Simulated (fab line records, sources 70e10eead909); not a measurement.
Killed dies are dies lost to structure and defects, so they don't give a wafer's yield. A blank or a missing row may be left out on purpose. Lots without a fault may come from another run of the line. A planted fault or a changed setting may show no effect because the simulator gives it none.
Which tool did it? | flow nand_harc | 11 lots, 33 wafers sampled, at 5 steps of a route of 1159

WHAT THE GAUGES READ, wafer by wafer
NHARC_END_SORT_01.
lot  | measured     | on        | killed_dies
L809 | day 20 20:20 | prober-02 | 44 40 45
L810 | day 20 18:37 | prober-01 | 30 25 28
L815 | day 21 02:30 | prober-02 | 17 28 24
L811 | day 21 10:09 | prober-01 | 30 44 25
L820 | day 22 02:04 | prober-02 | 46 54 39
L819 | day 22 09:56 | prober-02 | 677 677 677
L817 | day 22 09:40 | prober-01 | 19 16 28
L822 | day 22 18:23 | prober-01 | 677 677 677
L821 | day 23 06:19 | prober-02 | 677 677 677
L830 | day 25 01:55 | prober-01 | 28 27 30
L831 | day 25 08:32 | prober-02 | 40 60 40

WHICH TOOL RAN EACH LOT (tool, then ch and the chambers of the sampled wafers, then the start)
lot  | NHARC_A_CONTACT_ETCH_75            | NHARC_A_CONTACT_ETCH_131             | NHARC_A_CONTACT_ETCH_91            | NHARC_A_CONTACT_ETCH_106
L809 | rie_diel-07 ch 0,3, day 17 02:41   | har_cap_etch-01 ch 0,1, day 17 04:49 | rie_diel-01 ch 0,3, day 17 05:40   | rie_diel-13 ch 0,2, day 17 06:10
L810 | rie_diel-01 ch 0,2,3, day 17 09:50 | har_cap_etch-03 ch 0,1, day 17 12:13 | rie_diel-01 ch 0,1, day 17 13:02   | rie_diel-01 ch 0,2,3, day 17 14:04
L815 | rie_diel-07 ch 1,2,3, day 17 20:34 | har_cap_etch-03 ch 0,1, day 17 22:50 | rie_diel-01 ch 1,2,3, day 17 23:44 | rie_diel-01 ch 1,2,3, day 18 00:17
L811 | rie_diel-13 ch 0,1,3, day 17 23:05 | har_cap_etch-01 ch 0,1, day 18 01:50 | rie_diel-13 ch 2,3, day 18 02:56   | rie_diel-01 ch 0,1, day 18 03:52
L820 | rie_diel-13 ch 0,1,3, day 19 11:00 | har_cap_etch-03 ch 0,1, day 19 13:04 | rie_diel-01 ch 0,1,2, day 19 13:58 | rie_diel-13 ch 1,2, day 19 14:26
L819 | rie_diel-13 ch 0,1,3, day 19 12:59 | har_cap_etch-01 ch 0,1, day 19 15:05 | rie_diel-13 ch 1,2,3, day 19 15:57 | rie_diel-13 ch 1,2, day 19 16:27
L817 | rie_diel-13 ch 0,3, day 19 14:42   | har_cap_etch-03 ch 0,1, day 19 16:51 | rie_diel-01 ch 0,2,3, day 19 17:41 | rie_diel-07 ch 0,1, day 19 18:13
L822 | rie_diel-07 ch 0,1, day 19 21:26   | har_cap_etch-02 ch 0,1, day 20 00:05 | rie_diel-07 ch 0,2,3, day 20 00:58 | rie_diel-01 ch 0,2,3, day 20 01:44
L821 | rie_diel-07 ch 0,1,3, day 20 05:19 | har_cap_etch-01 ch 0,1, day 20 07:23 | rie_diel-07 ch 0,1,2, day 20 08:14 | rie_diel-01 ch 0,2,3, day 20 08:46
L830 | rie_diel-13 ch 0,1,3, day 22 13:19 | har_cap_etch-02 ch 0,1, day 22 15:28 | rie_diel-13 ch 0,1,2, day 22 16:16 | rie_diel-13 ch 0,1,2, day 22 17:26
L831 | rie_diel-13 ch 0,2,3, day 22 18:55 | har_cap_etch-03 ch 0,1, day 22 21:11 | rie_diel-07 ch 0,1,3, day 22 22:02 | rie_diel-01 ch 0,1,3, day 22 22:39
- NHARC_A_CONTACT_ETCH_75: etches the open film in CF4, target depth 39 nm, time 65 s.
- NHARC_A_CONTACT_ETCH_131: etches the open film in C4F8/O2/Ar, time 155 s, target depth 956 nm.
- NHARC_A_CONTACT_ETCH_91: etches the open film in CH3F/O2, target depth 40 nm, time 85.7 s.
- NHARC_A_CONTACT_ETCH_106: etches the open film in CF4/O2, target depth 60 nm, overetch 6 nm, time 33 s.

THE ANSWER, worked out from the rows above alone
Rule: what is usual is taken from the lots themselves. Put in order of their means at a reading, lots are off if they are a third of the lots or fewer, leave a main group of 4 or more, and stand apart from it by a gap of 3 or more times the standard deviation of the main group's means; of several such gaps the widest counts. A main group whose means are all the same, to the digits that the tables above print for the reading, isn't used. A lot without any number at a reading at which 4 lots or more have one is off too. The other lots that the step has rows for count as sound.
Off: L819, L822, L821, at NHARC_END_SORT_01 (killed_dies). The main group: mean 34, standard deviation 9.7.
A tool fits if, at a process step before that reading, it ran every lot that is off, and no sound lot after the first of them. The gauges at NHARC_END_SORT_01 are tried like those tools. None of those tried fits.

WHAT THE SIMULATOR HAD PUT IN
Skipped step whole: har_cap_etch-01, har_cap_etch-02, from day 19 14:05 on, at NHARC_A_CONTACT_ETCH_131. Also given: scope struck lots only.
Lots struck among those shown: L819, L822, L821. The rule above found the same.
